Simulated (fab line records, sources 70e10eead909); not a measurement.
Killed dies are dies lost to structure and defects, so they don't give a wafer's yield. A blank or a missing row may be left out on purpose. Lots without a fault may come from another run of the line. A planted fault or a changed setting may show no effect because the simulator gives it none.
fab line records | flow nand_harc
record lots=6 wafers=18 last_day=23
route steps=1159 shown A_STAIRCASE@614 END@1159
lots that met no fault: from a run of the same line without faults
start_h: hours from the record's first day to the start of the lot's first wafer shown | wait_h: hours since the lot's step before | " the same as in the row above | L1.1+2: a row that stands for several wafers | - no value, or no start given | * or withheld: withheld | < > ~ a bound
route shown NAME@n: a module of which the file shows steps, and the number in the route of the first | usual: mean/standard deviation of fault-free wafers | same: alike in all rows | chamber/n: place in a boat | sites: the reading at each site | _std_site: their standard deviation | _edge_site: outer sites' mean less inner sites' | radius_mm: how far each site lies from the wafer's centre | mask NAME#n: copy n | behind: the tool/chamber that last shaped the wafer | hold: why the lot was held/for how many hours/how that ended | device: the transistor (n, p or np) that didn't switch | end of line: the same wafers' tests at the end of the route | a step without rows: its recipe alone | killed: dies lost to structure and defects at the first sort, not the wafer's yield | map: a wafer's dies, x killed, . not, _ none there
set.NAME: the setting as run; set.NAME@STEP: as run at that earlier step | model.NAME: the simulator's own value behind a step, which no gauge read
lots at some steps of the route; a table a step, a row a wafer
services: from which hour (start_h, from the record's first day; less than 0 if before it) a tool's chamber was out of use, for how many hours, and why
## steps
# step NHARC_A_STAIRCASE_TRIM_220
# recipe time_s=211.2 o2_flow_sccm=500 ar_flow_sccm=0 bias_w=0 chemistry=O2
# step NHARC_A_STAIRCASE_ETCH_221
# recipe target_depth_a=1000 time_s=40.5 ion_energy_ev=400 c4f8_flow_sccm=20 o2_flow_sccm=10 ar_flow_sccm=withheld rf_w=600 bias_w=1000 chemistry=C4F8/O2
# usual oes_product_au=0.932/0.012 rf_vpp_V=894/3.3
# columns lot.wafer tool chamber start_h wait_h oes_product_au rf_hours_counter_h rf_vpp_V
L844.1 rie_diel-08 0 - - 0.946 54 894
L844.2 " 1 " " 0.942 52 891
L844.6 " 3 " " 0.940 - 895
L846.3 rie_diel-13 3 - - 0.942 56 895
L846.5 " 2 " " 0.936 - 891
L846.4 " 1 " " 0.924 - 905
L857.3 rie_diel-13 2 - - 0.942 14 890
L857.4 " 3 " " 0.946 14 894
L857.2 " 0 " " 0.959 14 899
L853.4 rie_diel-08 0 - - 0.913 7 896
L853.2 " 3 " " 0.922 8 892
L853.6 " 1 " " 0.924 - 889
L856.1 rie_diel-13 3 - - 0.930 19 895
L856.2 " 1 " " 0.919 19 903
L856.5 " 2 " " 0.919 - 890
L859.4 rie_diel-08 0 - - 0.921 11 893
L859.1 " 1 " " 0.923 12 889
L859.2 " 2 " " 0.918 12 894
# step NHARC_A_STAIRCASE_TRIM_222
# recipe time_s=211.2 o2_flow_sccm=500 ar_flow_sccm=0 bias_w=0 chemistry=O2
# step NHARC_A_STAIRCASE_ETCH_223
# recipe target_depth_a=1000 time_s=40.5 ion_energy_ev=400 c4f8_flow_sccm=20 o2_flow_sccm=10 ar_flow_sccm=withheld rf_w=600 bias_w=1000 chemistry=C4F8/O2
# usual oes_product_au=0.934/0.01 rf_vpp_V=894/3.6
# columns lot.wafer tool chamber start_h wait_h oes_product_au rf_hours_counter_h rf_vpp_V
L844.1 rie_diel-08 2 - - 0.927 52 895
L844.2 " 3 " " 0.941 53 893
L844.6 " 1 " " 0.945 - 891
L846.3 rie_diel-13 1 - - 0.930 55 906
L846.5 " 2 " " 0.932 - 892
L846.4 " 3 " " 0.948 - 896
L857.2 rie_diel-13 2 - - 0.924 14 890
L857.4 " 3 " " 0.929 14 896
L857.3 " 0 " " 0.931 14 898
L853.4 rie_diel-08 1 - - 0.913 7 889
L853.2 " 2 " " 0.923 8 893
L853.6 " 0 " " 0.927 - 894
L856.1 rie_diel-13 1 - - 0.929 19 904
L856.2 " 2 " " 0.944 18 891
L856.5 " 3 " " 0.945 - 894
L859.4 rie_diel-08 3 - - 0.929 12 894
L859.2 " 0 " " 0.914 12 893
L859.1 " 1 " " 0.933 12 889
# step NHARC_A_STAIRCASE_TRIM_224
# recipe time_s=211.2 o2_flow_sccm=500 ar_flow_sccm=0 bias_w=0 chemistry=O2
# step NHARC_A_STAIRCASE_ETCH_225
# recipe target_depth_a=1000 time_s=40.5 ion_energy_ev=400 c4f8_flow_sccm=20 o2_flow_sccm=10 ar_flow_sccm=withheld rf_w=600 bias_w=1000 chemistry=C4F8/O2
# step NHARC_A_STAIRCASE_TRIM_226
# recipe time_s=211.2 o2_flow_sccm=500 ar_flow_sccm=0 bias_w=0 chemistry=O2
# step NHARC_A_STAIRCASE_ETCH_227
# recipe target_depth_a=1000 time_s=40.5 ion_energy_ev=400 c4f8_flow_sccm=20 o2_flow_sccm=10 ar_flow_sccm=withheld rf_w=600 bias_w=1000 chemistry=C4F8/O2
# step NHARC_A_STAIRCASE_TRIM_229
# recipe time_s=211.2 o2_flow_sccm=500 ar_flow_sccm=0 bias_w=0 chemistry=O2
# step NHARC_A_STAIRCASE_ETCH_230
# recipe target_depth_a=1000 time_s=40.5 ion_energy_ev=400 c4f8_flow_sccm=20 o2_flow_sccm=10 ar_flow_sccm=withheld rf_w=600 bias_w=1000 chemistry=C4F8/O2
# usual oes_product_au=0.941/0.017 rf_vpp_V=895/4.7
# columns lot.wafer tool chamber start_h wait_h oes_product_au rf_hours_counter_h rf_vpp_V
L846.3 rie_diel-13 3 - - 0.945 57 895
L846.5 " 3 " " 0.948 - 896
L846.4 " 1 " " 0.924 - 904
L844.1 rie_diel-08 2 - - 0.925 54 897
L844.2 " 0 " " 0.940 57 895
L844.6 " 2 " " 0.926 - 895
L853.2 rie_diel-13 2 - - 0.963 16 890
L853.4 " 3 " " 0.943 18 895
L853.6 " 0 " " 0.958 - 899
L857.3 rie_diel-09 1 - - 0.922 29 894
L857.4 " 2 " " 0.941 29 900
L857.2 " 3 " " 0.947 27 899
L856.2 rie_diel-13 2 - - 0.945 19 890
L856.1 " 3 " " 0.941 20 894
L856.5 " 3 " " 0.937 - 894
L859.2 rie_diel-09 3 - - 0.925 30 897
L859.1 " 0 " " 0.920 32 887
L859.4 " 1 " " 0.927 33 894
# step NHARC_A_STAIRCASE_TRIM_231
# recipe time_s=211.2 o2_flow_sccm=500 ar_flow_sccm=0 bias_w=0 chemistry=O2
# step NHARC_A_STAIRCASE_ETCH_232
# recipe target_depth_a=1000 time_s=40.5 ion_energy_ev=400 c4f8_flow_sccm=20 o2_flow_sccm=10 ar_flow_sccm=withheld rf_w=600 bias_w=1000 chemistry=C4F8/O2
# usual oes_product_au=0.942/0.012 rf_vpp_V=896/4.6
# columns lot.wafer tool chamber start_h wait_h oes_product_au rf_hours_counter_h rf_vpp_V
L846.3 rie_diel-13 2 268.99 - 0.929 59 892
L846.4 " 3 " " 0.937 - 895
L846.5 " 1 " " 0.912 - 906
L844.1 rie_diel-08 0 269.27 - 0.942 57 896
L844.2 " 1 " " 0.959 54 889
L844.6 " 2 " " 0.931 - 896
L853.2 rie_diel-13 1 331.56 - 0.960 17 905
L853.4 " 3 " " 0.951 18 895
L853.6 " 2 " " 0.963 - 891
L857.4 rie_diel-09 2 332.09 - 0.940 29 900
L857.3 " 3 " " 0.927 28 900
L857.2 " 0 " " 0.932 29 887
L856.2 rie_diel-13 2 338.32 - 0.940 19 890
L856.1 " 0 " " 0.919 21 899
L856.5 " 2 " " 0.933 - 891
L859.1 rie_diel-09 3 339.11 - 0.951 31 898
L859.2 " 0 " " 0.931 32 887
L859.4 " 1 " " 0.920 33 893
# step NHARC_A_STAIRCASE_TRIM_233
# recipe time_s=211.2 o2_flow_sccm=500 ar_flow_sccm=0 bias_w=0 chemistry=O2
# step NHARC_A_STAIRCASE_ETCH_234
# recipe target_depth_a=1000 time_s=40.5 ion_energy_ev=400 c4f8_flow_sccm=20 o2_flow_sccm=10 ar_flow_sccm=withheld rf_w=600 bias_w=1000 chemistry=C4F8/O2
# usual oes_product_au=0.940/0.013 rf_vpp_V=895/4.7
# columns lot.wafer tool chamber start_h wait_h oes_product_au rf_hours_counter_h rf_vpp_V
L846.3 rie_diel-13 3 - - 0.929 58 896
L846.5 " 3 " " 0.944 - 897
L846.4 " 2 " " 0.933 - 890
L844.2 rie_diel-08 0 - - 0.926 57 894
L844.1 " 2 " " 0.941 54 894
L844.6 " 0 " " 0.931 - 894
L853.2 rie_diel-13 2 - - 0.962 16 892
L853.4 " 3 " " 0.966 18 895
L853.6 " 3 " " 0.964 - 895
L857.4 rie_diel-09 0 - - 0.918 29 888
L857.2 " 1 " " 0.933 29 894
L857.3 " 3 " " 0.934 28 899
L856.1 rie_diel-13 3 - - 0.948 21 895
L856.2 " 2 " " 0.963 19 891
L856.5 " 0 " " 0.950 - 900
L859.2 rie_diel-09 1 - - 0.939 33 895
L859.1 " 2 " " 0.966 34 900
L859.4 " 3 " " 0.936 31 899
# step NHARC_A_STAIRCASE_TRIM_235
# recipe time_s=211.2 o2_flow_sccm=500 ar_flow_sccm=0 bias_w=0 chemistry=O2
# step NHARC_A_STAIRCASE_ETCH_236
# recipe target_depth_a=1000 time_s=40.5 ion_energy_ev=400 c4f8_flow_sccm=20 o2_flow_sccm=10 ar_flow_sccm=withheld rf_w=600 bias_w=1000 chemistry=C4F8/O2
# step NHARC_A_STAIRCASE_STRIP_238
# recipe power_w=1500 temp_c=250 chemistry=O2
# step NHARC_A_STAIRCASE_STRIP_239
# recipe time_s=900 temp_c=130 chemistry=SPM
# step NHARC_A_STAIRCASE_PRECLEAN_240
# recipe time_s=* temp_c=50 bath_age_min=0 chemistry=SC1
# step NHARC_A_STAIRCASE_SRD_241
# step NHARC_A_STAIRCASE_DEHYDRATE_242
# recipe temp_c=150 time_s=120
# step NHARC_A_STAIRCASE_HMDS_243
# recipe time_s=30
# step NHARC_A_STAIRCASE_COAT_244
# recipe spin_rpm=1200
# step NHARC_A_STAIRCASE_SOFTBAKE_245
# recipe temp_c=135 time_s=170
# step NHARC_A_STAIRCASE_EBR_246
# step NHARC_A_STAIRCASE_EXPOSE_247
# recipe na=0.5 dose_mj=25.34 mask_id=SDS_1
# step NHARC_A_STAIRCASE_PEB_248
# recipe peb_temp_c=115 peb_time_s=130
# step NHARC_A_STAIRCASE_DEVELOP_249
# recipe time_s=140
# step NHARC_A_STAIRCASE_HARDBAKE_251
# recipe temp_c=120 time_s=140
# step NHARC_A_STAIRCASE_DESCUM_252
# recipe time_s=3 o2_flow_sccm=200 ar_flow_sccm=0 bias_power_w=0 chemistry=O2
# step NHARC_A_STAIRCASE_ETCH_253
# recipe target_depth_a=500 time_s=20.2 ion_energy_ev=400 c4f8_flow_sccm=20 o2_flow_sccm=10 ar_flow_sccm=withheld rf_w=600 bias_w=1000 chemistry=C4F8/O2
# step NHARC_A_STAIRCASE_STRIP_254
# recipe power_w=1500 temp_c=250 chemistry=O2
# usual drypump_motor_current_A=5.89/0.25 heater_power_w=299/10 rf_refl_power_W=22/5.5
# columns lot.wafer tool chamber start_h wait_h drypump_motor_current_A heater_power_w rf_hours_counter_h rf_refl_power_W
L846.3 plasma_asher-01 0 272.14 - 5.94 311 - 18
L846.4 " 1 " " 5.54 296 - 29
L846.5 " 1 " " 5.55 294 - 29
L844.2 plasma_asher-01 0 272.33 - 5.95 309 59 18
L844.1 " 1 " " 5.54 300 59 29
L844.6 " 1 " " 5.54 296 - 29
L853.2 plasma_asher-02 0 334.00 - 5.84 292 49 -
L853.4 " 0 " " 5.86 296 - -
L853.6 " 0 " " 5.87 299 - -
L857.2 plasma_asher-02 1 335.52 - 6.24 273 50 17
L857.3 " 0 " " 5.87 299 - 27
L857.4 " 1 " " 6.24 283 - 17
L856.2 plasma_asher-02 1 341.31 - 6.22 282 52 17
L856.1 " 0 " " 5.88 298 52 25
L856.5 " 1 " " 6.24 280 - 17
L859.2 plasma_asher-01 0 341.80 - 5.97 296 18 18
L859.1 " 1 " " 5.53 305 18 29
L859.4 " 1 " " 5.53 309 - 28
# step NHARC_A_STAIRCASE_STRIP_255
# recipe time_s=900 temp_c=130 chemistry=SPM
# step NHARC_A_STAIRCASE_PRECLEAN_256
# recipe time_s=* temp_c=50 bath_age_min=0 chemistry=SC1
# step NHARC_A_STAIRCASE_SRD_257
# step NHARC_A_STAIRCASE_HM_DEP_456
# recipe target_thk_a=15000 temp_c=400 material=aC
# step NHARC_A_STAIRCASE_DEP_259
# recipe target_thk_a=300 target_thk_nm=30 temp_c=400 pressure_torr=3.5 flow_sccm=200 rf_w=350 material=SiON
# step NHARC_A_STAIRCASE_DEHYDRATE_281
# recipe temp_c=150 time_s=120
# step NHARC_A_STAIRCASE_HMDS_282
# recipe time_s=30
# step NHARC_END_SORT_01
# recipe temp_c=25
# usual killed_at_array=29/9.4 killed_at_other=0.7/1.3 killed_at_periphery=2.9/2.1 killed_dies=32/9 killed_open=3.3/1.8 killed_short=1.9/1.4
# same gross_dies=677
# columns lot.wafer tool chamber start_h wait_h killed_at_array killed_at_other killed_at_periphery killed_dies killed_open killed_short
L853.2 prober-02 0 520.32 2.8 132 0 0 132 0 1
L853.4 prober-02 0 521.92 3.4 127 0 2 129 2 0
L853.6 prober-02 0 523.52 4.0 111 0 0 111 3 1
L856.1 prober-02 0 555.74 2.5 74 0 2 76 2 2
L856.2 prober-02 0 556.54 2.8 116 0 2 118 5 0
L856.5 prober-02 0 558.93 3.7 112 0 2 114 1 2
# killed by level:class
L853.2 A_STAIRCASE:unspecified=104 A_CHANNEL_HOLE_D1:chamber_film_flake=14 A_SLIT:chamber_film_flake=11 A_CHANNEL_FILL_D1:chamber_film_flake=2 A_SOURCE_PLATE:geometric_particle:short=1
L853.4 A_STAIRCASE:unspecified=102 A_SLIT:chamber_film_flake=12 A_CHANNEL_HOLE_D1:chamber_film_flake=10 A_CHANNEL_FILL_D1:chamber_film_flake=2 P_CONTACT:geometric_particle:open=1 P_M2:geometric_particle:open=1 A_CONTACT:chamber_film_flake=1
L853.6 A_STAIRCASE:unspecified=76 A_SLIT:chamber_film_flake=17 A_CHANNEL_HOLE_D1:chamber_film_flake=14 A_ONON_D1:geometric_particle:open=1 A_CHANNEL_FILL_D1:geometric_particle:open=1 A_SGD_CUT:geometric_particle:open=1 A_WL_FILL:geometric_particle:short=1
L856.1 A_STAIRCASE:unspecified=37 A_SLIT:chamber_film_flake=17 A_CHANNEL_HOLE_D1:chamber_film_flake=15 A_CONTACT:chamber_film_flake=3 P_M0:geometric_particle:open=1 P_M0:geometric_particle:short=1 A_ONON_D1:geometric_particle:open=1 A_M0:geometric_particle:short=1
L856.2 A_STAIRCASE:unspecified=71 A_SLIT:chamber_film_flake=20 A_CHANNEL_HOLE_D1:chamber_film_flake=13 A_CONTACT:chamber_film_flake=7 P_M0:geometric_particle:open=2 A_CHANNEL_HOLE_D1:geometric_particle:open=1 A_SGD_CUT:geometric_particle:open=1 A_CONTACT:geometric_particle:open=1
L856.5 A_STAIRCASE:unspecified=73 A_SLIT:chamber_film_flake=17 A_CHANNEL_HOLE_D1:chamber_film_flake=12 A_CONTACT:chamber_film_flake=5 A_BLC:chamber_film_flake=2 P_M1:geometric_particle:short=1 A_ONON_D1:geometric_particle:open=1 A_WL_FILL:geometric_particle:short=1
# map L853.2 (x killed, . not)
____________.____________
_________......._________
_______..........._______
______.............______
_____..............._____
____.................____
____...........x.....____
___...................___
___...................___
__.....x...............__
__.......x.x...........__
_.......xx.xx..........._
_........x...x...x.x...._
_.......x..............._
_............xxxxxx....._
_.......x..xxxxxxxxx...._
........x.x..xxxxxxxx....
...........xxxxxxxx......
............xxxxxxxxx....
...........xxxxxxxxx.....
...........xxxxxxxxx.....
_..........xxxxxxxxx.x.._
_............xxxxxxxx..._
_............xxxxxxxx..._
_...........xxxxxxx.xx.._
_..........xxxxxxxx....._
__.........xxxxxxx.....__
__...........x.........__
___.........x.....x...___
___..........x.x......___
____.......xx.x......____
____.................____
_____..............._____
______.............______
_______..........._______
_________......._________
____________.____________
# map L856.2 (x killed, . not)
____________.____________
_________......._________
_______..........._______
______.............______
_____............x.._____
____.................____
____.x...............____
___..xxx..............___
___......x........x..x___
__.....x............xxx__
__.......x........xxxxx__
_.................xxxxxx_
_.................xxxxxx_
_..........x......xxxxxx_
_...xxx............xxxxx_
_.......x........xxxxxxx_
....x.x..........xxxxxxxx
....x.x............xxxxxx
....xxx...x........xxxxxx
.......x............xxxx.
....x...............x.xxx
_....x.............x.xx._
_.....................x._
_................x......_
_.................xxxx.._
_...............xx.xxx.._
__................xxx..__
__.................x...__
___...............x..x___
___.............x.x.x.___
____................x____
____...............x.____
_____..............._____
______.............______
_______.........x._______
_________......._________
____________.____________
## services
# columns tool chamber start_h hours kind
rie_diel-08 1 243.07 5.1 repair
rie_diel-09 - 254.16 9.0 pm
rie_diel-13 0 256.44 - clean
rie_diel-13 1 256.44 - clean
rie_diel-13 2 256.44 - clean
rie_diel-13 3 256.44 - clean
rie_diel-13 0 261.74 9.7 repair
plasma_asher-01 - 262.62 1.5 repair
plasma_asher-02 - 271.02 1.8 repair
rie_diel-08 - 272.88 0.7 repair
rie_diel-08 0 275.11 3.0 repair
plasma_asher-01 - 276.00 9.0 pm
rie_diel-13 - 276.05 9.0 pm
rie_diel-13 0 276.05 9.0 vent_cycle
rie_diel-13 1 276.05 9.0 vent_cycle
rie_diel-13 2 276.05 9.0 vent_cycle
rie_diel-13 3 276.05 9.0 vent_cycle
rie_diel-09 3 280.83 3.4 repair
rie_diel-13 0 285.05 - clean
rie_diel-13 1 285.05 - clean
rie_diel-13 - 296.68 1.2 repair
rie_diel-08 - 302.89 9.0 pm
rie_diel-09 0 305.02 1.4 repair
plasma_asher-02 - 338.78 2.1 repair
## key
first_sign step=NHARC_END_SORT_01 reading=killed_dies direction=up sigmas=9 usual=32 struck=113
effect step=NHARC_END_SORT_01 reading=killed_at_array direction=up sigmas=8.9 usual=29 struck=112
more_kills_born_at NHARC_A_STAIRCASE_ETCH_232@rie_diel-13=463
met_at NHARC_A_STAIRCASE_ETCH_232
struck_wafers L853.2,L853.4,L853.6,L856.1,L856.2,L856.5
tester_left_out L853,L856
onset_between 268.99 331.56
also_fits NHARC_A_STAIRCASE_ETCH_230:rie_diel-13,NHARC_A_STAIRCASE_ETCH_234:rie_diel-13
earlier_fault kind=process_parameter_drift tool=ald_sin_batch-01 chamber=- onset_h=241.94 steps=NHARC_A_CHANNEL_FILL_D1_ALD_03 channel=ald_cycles offset=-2 shape=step end_h=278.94 acts_in=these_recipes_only stated=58
fault kind=chamber_particle_source tool=rie_diel-13 chamber=- onset_h=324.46 steps=NHARC_A_STAIRCASE_ETCH_232 rate_per_visit_cm2=1.8965 end_h=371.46
# tester_left_out: of these lots the tester's yield and bins aren't shown, on N5 and GAA mostly nor the transistor test; their killed dies are dies lost to structure and defects alone, not to doping, threshold or leakage, so they don't give the yield
